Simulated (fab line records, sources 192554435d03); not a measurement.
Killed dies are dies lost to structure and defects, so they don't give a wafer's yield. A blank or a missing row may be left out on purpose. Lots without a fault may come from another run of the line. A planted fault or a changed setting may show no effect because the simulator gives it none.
Split-lot experiment | flow n5_finfet | 7 lots, 21 wafers read, on a route of 1938 steps

THE SPLIT
At N5_SDB_EXPOSE_08 (exposes mask SDB), the setting dose_mj was moved away from the recipe's 49.6 on 4 of the 21 wafers read, by -7.0% to +2.6%. The other wafers ran this setting at the recipe's value.

FROM THE SPLIT TO THE READING: what the file shows between them, 2 steps
- N5_SDB_PEB_09: peb time 60 s
- N5_SDB_DEVELOP_10: develop time 30 s

THE READING
cd_nm, in nm, at N5_SDB_CD_MEAS_11 (target cd 50 nm). Fault-free wafers of this fab line usually give 50.8 nm, standard deviation 0.88 nm.

wafer  | tool, chamber at the split | dose_mj as run | against the recipe | cd_nm, nm | against lot-mates on the recipe
L076.1 | arfi_scanner-03, 0         | 49.6           | recipe             | 51.9      | -
L076.2 | arfi_scanner-03, 0         | 46.14          | -7.0%              | 42.2      | -9.5
L076.4 | arfi_scanner-03, 0         | 49.6           | recipe             | 51.6      | -
L078.2 | arfi_scanner-01, 0         | 49.6           | recipe             | 50.9      | -
L078.3 | arfi_scanner-01, 0         | 49.6           | recipe             | 51.0      | -
L078.5 | arfi_scanner-01, 0         | 49.6           | recipe             | 50.5      | -
L085.4 | arfi_scanner-03, 0         | 49.6           | recipe             | 50.5      | -
L085.5 | arfi_scanner-03, 0         | 49.6           | recipe             | 50.3      | -
L085.6 | arfi_scanner-03, 0         | 50.89          | +2.6%              | 54.7      | +4.3
L086.1 | arfi_scanner-02, 0         | 49.6           | recipe             | 49.8      | -
L086.3 | arfi_scanner-02, 0         | 49.6           | recipe             | 50.7      | -
L086.6 | arfi_scanner-02, 0         | 49.6           | recipe             | 50.0      | -
L092.1 | arfi_scanner-02, 0         | 49.6           | recipe             | 51.6      | -
L092.2 | arfi_scanner-02, 0         | 49.6           | recipe             | 51.7      | -
L092.5 | arfi_scanner-02, 0         | 49.6           | recipe             | 51.7      | -
L093.2 | arfi_scanner-02, 0         | 49.6           | recipe             | 50.4      | -
L093.4 | arfi_scanner-02, 0         | 49.6           | recipe             | 50.5      | -
L093.6 | arfi_scanner-02, 0         | 47.36          | -4.5%              | 44.2      | -6.2
L096.2 | arfi_scanner-01, 0         | 49.6           | recipe             | 49.4      | -
L096.3 | arfi_scanner-01, 0         | 49.6           | recipe             | 49.8      | -
L096.4 | arfi_scanner-01, 0         | 48.34          | -2.5%              | 48.0      | -1.6

THE FIT
A straight line over all 21 wafers: cd_nm changes by +1.3 nm for each +1% of dose_mj; r = +0.96; the points scatter about the line by 0.75 nm.
The same after taking each lot's own level away (the mean of its wafers on the recipe; 21 wafers): +1.35 nm for each +1%; r = +0.98; scatter 0.49 nm.
On that fit, the largest move of dose_mj shifts the reading by 9.4 nm.
The lots' own levels span 49.60 to 51.75 nm, that is 2.4 times the standard deviation above.
So the lot-to-lot level changes the slope little: the two slopes agree.
Check: with one of the wafers moved furthest among these (-7.0%) left out of the fit, the line predicts -9.01 nm for it against its lot-mates. It came out at -9.55 nm against them.

THE FILE'S OWN FIT
cd_nm changes by +1.33 nm for each +1% of dose_mj, r = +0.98.
